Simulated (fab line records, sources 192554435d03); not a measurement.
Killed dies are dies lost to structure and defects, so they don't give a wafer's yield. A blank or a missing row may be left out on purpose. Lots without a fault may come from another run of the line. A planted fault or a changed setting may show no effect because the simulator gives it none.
A struck lot beside a sound one | flow n5_finfet | 21 steps out of a route of 1938
Sound: wafers L197.3, L197.4, L197.6. Struck: wafers L209.4, L209.5, L209.6. The cause comes at the end.
At each step with rows: each side's tool, then ch and its chambers, then its first start. Under that, the readings that differ: sound wafers | struck wafers | difference of the means | sigmas: that difference in standard deviations of wafers without a fault.
alike: readings whose means differ by less than 2 such deviations, and words and numbers that are the same on both sides. not compared: withheld readings, readings that some wafer has no value for, bounds like >300 that may hide the same value, and numbers for which the record gives no deviation and whose values overlap.
The two part at a step that has a row with sigmas, a row that says differs or no value, or rows on one side only. Numbers that don't overlap but have no deviation are shown without sigmas and don't part them. A reading that every wafer of one side lacks parts them only if that side has two wafers or more.

first, 1 step without rows for these wafers: N5_WELL_APT_HARDBAKE_12 (time 120 s).
N5_WELL_APT_CD_MEAS_08: target cd 200 nm.
  sound on cd_sem-01 ch 0, day 3 08:11; struck on cd_sem-02 ch 0, day 6 07:49
  alike: cd_nm
N5_WELL_APT_OVL_MEAS_09:
  sound on overlay-01 ch 0, day 3 08:13; struck on overlay-02 ch 0, day 6 07:50
  alike: NWELL_OVL
N5_WELL_APT_INSPECT_10: inspects for defects (macro).
  sound on defect_inspect-01, day 3 08:15; struck on defect_inspect-01, day 6 07:52
  alike: raw_defect_count
N5_WELL_APT_DESCUM_13: chemistry O2, time 7.9 s.
  sound on rie_diel-06 ch 1,2, day 3 08:30; struck on rie_diel-04 ch 1,2,3, day 6 07:59
  reading                     | sound             | struck            | difference | sigmas
  drypump_motor_current_A (A) | 6.1 6.1 6.1       | 5.1 5.4 4.8       | -1.0       | -2
  throttle_valve_pct (%)      | 20.43 19.87 19.89 | 20.77 20.69 20.88 | +0.72      | +2
  alike: oes_product_au, rf_vpp_V, showerhead_plenum_p_Torr
  not compared: rf_hours_counter_h
then, 7 steps without rows for these wafers: N5_WELL_APT_IMPLANT_14; N5_WELL_APT_IMPLANT_15; N5_WELL_APT_STRIP_16 (strips in SPM, time 900 s); N5_WELL_APT_HMDS_18 (time 60 s); N5_WELL_APT_COAT_19 (resist thk 950 nm); N5_WELL_APT_EBR_21; N5_WELL_APT_SOFTBAKE_20 (time 60 s).
N5_WELL_APT_EXPOSE_22: exposes mask PWELL, defocus 0 nm, target cd 200 nm.
  sound on krf_scanner-02 ch 0, day 3 09:38; struck on krf_scanner-02 ch 0, day 6 08:51
  reading                          | sound             | struck            | difference | sigmas
  model.WELL_APT.overlay_x_nm (nm) | 5.046 5.046 5.046 | 25.13 25.13 25.13 | +20.08     |
  alike: mask, focus_offset_nm, reticle_temp_C
then, 3 steps without rows for these wafers: N5_WELL_APT_PEB_23 (peb time 90 s); N5_WELL_APT_DEVELOP_24 (develop time 45 s); N5_WELL_APT_HARDBAKE_29 (time 120 s).
N5_WELL_APT_CD_MEAS_25: target cd 200 nm.
  sound on cd_sem-01 ch 0, day 3 09:48; struck on cd_sem-01 ch 0, day 6 09:01
  alike: cd_nm
N5_WELL_APT_OVL_MEAS_26:
  sound on overlay-01 ch 0, day 3 09:49; struck on overlay-01 ch 0, day 6 09:02
  reading        | sound | struck   | difference | sigmas
  PWELL_OVL (nm) | 2 8 5 | 27 19 27 | +19        | +4
N5_WELL_APT_INSPECT_27: inspects for defects (macro).
  sound on defect_inspect-02, day 3 09:51; struck on defect_inspect-01, day 6 09:04
  alike: raw_defect_count
-- the record jumps here: 7 days lie between the struck wafers' starts before and after (it left off in module WELL_APT and takes up again in module BEOL_M4, whose first step shown is number 1111 of the route) --
N5_BEOL_M4_RC_MEAS_101:
  sound on prober-02 ch 0, day 9 13:10; struck on prober-01 ch 0, day 13 03:53
  alike: DIBL_N, DIBL_P, IOFF_N, IOFF_P, ION_N, ION_P, SS_N, SS_P, VT_N, VT_P
-- the record jumps here: 5 days lie between the struck wafers' starts before and after (it left off in module BEOL_M4 and takes up again in module PASSIVATION, whose first step shown is number 1936 of the route) --
N5_PASSIVATION_PROBE_49:
  the record has rows for the struck wafers here (prober-02, day 17 16:22) and none for the sound ones

WHERE THEY PART
First at N5_WELL_APT_DESCUM_13; last, within this record, at N5_PASSIVATION_PROBE_49.

WHY: what the simulator had put in
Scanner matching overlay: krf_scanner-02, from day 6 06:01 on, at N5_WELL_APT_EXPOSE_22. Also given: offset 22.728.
